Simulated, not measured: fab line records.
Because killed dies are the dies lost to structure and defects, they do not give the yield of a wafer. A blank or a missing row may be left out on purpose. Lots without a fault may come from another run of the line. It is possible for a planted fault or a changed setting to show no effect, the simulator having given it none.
Problem report, 8D (eight disciplines) form, completed by code :: flow nand_harc :: the parts of the form that need people (team, actions taken, sign-off) are left out

1. THE PROBLEM
A mean of 762 is read at NHARC_THIN_TSV_INSPECT_40 for raw_defect_count, taken on 1 wafer of 1 lot, against 470 (standard deviation 72) on wafers free of any fault. That puts it +4.1 standard deviations away from the usual mean.
Seen first at day 23 04:58 on defect_inspect-01, wafer L407.2. Wafers with a number at this step in the record: 15, from 5 lots. By rule, "out" or "out of limits" means more than 4 standard deviations away from the usual mean. Any other wafer with a number is counted as sound.

2. WHAT THIS IS AND IS NOT
question: which readings at this step
is: raw_defect_count
is not: -

question: which lots
is: L407
is not: L395, L401, L409, L413

question: which wafers of those lots
is: L407.2
is not: L407.4, L407.5

question: read on which gauges
is: defect_inspect-01
is not: defect_inspect-02

question: when
is: from day 23 04:58
is not: up to then (8 sound wafers); but 6 sound wafers of L409, L413 came after

3. WHAT RULES OUT EACH SUSPECT
Counting: a tool at a process step up to the reading stays a suspect if it ran every lot that is out. Sound lots after the first of them don't rule it out here, since some wafers of a struck lot are sound.
- the gauge at NHARC_THIN_TSV_INSPECT_40 has been ruled out. All the wafers that are out were read on defect_inspect-01, but those of them that NHARC_END_SORT_01 has rows for are out there too, on other tools.
- rie_diel-06 at NHARC_THIN_TSV_DESCUM_35 (chemistry O2, time 3 s): kept. It processed L407, the lot that is out, at day 22 23:26, and its most recent sound lot before then was L401 at day 21 06:38.
- rie_metal-02 at NHARC_THIN_TSV_ETCH_59 (etches the open film in Cl2/BCl3, target depth 880 nm, time 138.1 s): kept. It processed L407, the lot that is out, at day 22 23:36, and its most recent sound lot before then was L401 at day 21 06:47.
- rie_metal-02 at NHARC_THIN_TSV_ETCH_36 (etches the open film in Cl2/BCl3, target depth 65 nm, time 18.571 s): kept. It processed L407, the lot that is out, at day 22 23:49, and its most recent sound lot before then was L401 at day 21 07:01.
- plasma_asher-02 at NHARC_THIN_TSV_STRIP_56 (strips in O2): kept. It processed L407, the lot that is out, at day 22 23:55, and its most recent sound lot before then was L401 at day 21 07:10.
- wet_bench-08 at NHARC_THIN_TSV_STRIP_57 (strips in post etch residue remover, time 1200 s): kept. It processed L407, the lot that is out, at day 23 00:17, and its most recent sound lot before then was L401 at day 21 07:29.
- At NHARC_THIN_TSV_ETCH_36 on rie_metal-02, chamber 1 took the sound wafers of the same lots and chamber 0 took the wafers that are out.
Left after counting: rie_diel-06 at NHARC_THIN_TSV_DESCUM_35, rie_metal-02 at NHARC_THIN_TSV_ETCH_59, rie_metal-02 at NHARC_THIN_TSV_ETCH_36, plasma_asher-02 at NHARC_THIN_TSV_STRIP_56, wet_bench-08 at NHARC_THIN_TSV_STRIP_57.

4. THE CAUSE (what the simulator had put in)
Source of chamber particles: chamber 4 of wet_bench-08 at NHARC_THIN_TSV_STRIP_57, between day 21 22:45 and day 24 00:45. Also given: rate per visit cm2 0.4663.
Counting leaves 5 suspects; this tool is one of them.

5. THE CHAIN OF EFFECTS, in route order
Each row: a reading where the mean over the struck wafers with a number is more than 3 standard deviations away from the usual. Readings are gone through only where the record gives a usual standard deviation; hours: the median, over the lots, of the time from a lot's start at the first step in this table giving one to that lot's start at this step; sigmas: the change measured in usual standard deviations.
hours: 0
step: NHARC_THIN_TSV_INSPECT_40
reading: raw_defect_count
usual: 470
on struck wafers: 762
change: +292
sigmas: +4.1

hours: 4
step: NHARC_END_SORT_01
reading: defect_limited_yield
usual: 95.3 %
on struck wafers: 86.1
change: -9.2
sigmas: -5.8

hours: 4
step: NHARC_END_SORT_01
reading: killed_at_other
usual: 0.6
on struck wafers: 67.0
change: +66.4
sigmas: +78

hours: 4
step: NHARC_END_SORT_01
reading: killed_dies
usual: 32
on struck wafers: 94
change: +62
sigmas: +5.6

hours: 4
step: NHARC_END_SORT_01
reading: sort_bin_2_pct
usual: 1.5 %
on struck wafers: 6.9
change: +5.4
sigmas: +8.6

hours: 4
step: NHARC_END_SORT_01
reading: sort_bin_3_pct
usual: 0.25 %
on struck wafers: 1.92
change: +1.67
sigmas: +8.0

hours: 4
step: NHARC_END_SORT_01
reading: sort_n_pass
usual: 645
on struck wafers: 583
change: -62
sigmas: -5.6

hours: 4
step: NHARC_END_SORT_01
reading: sort_rim_yield_pct
usual: 97.6 %
on struck wafers: 91.5
change: -6.1
sigmas: -3.8

hours: 4
step: NHARC_END_SORT_01
reading: sort_yield_pct
usual: 95.3 %
on struck wafers: 86.1
change: -9.2
sigmas: -5.8
At these later measuring or inspecting steps, every struck wafer for which the step has a row has a number for every such reading, and none has moved that far: NHARC_END_WLT_00.

6. HOW IT WOULD HAVE BEEN CAUGHT EARLIER
In this record the first reading out of limits at a measuring or inspecting step was taken at day 23 04:58, 30 hours after the fault began at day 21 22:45.
Each of the lots that are out, 1 in all, had begun NHARC_THIN_TSV_STRIP_57 on wet_bench-08 no later than day 23 04:58. None of them would have been spared by holding the tool at that moment.
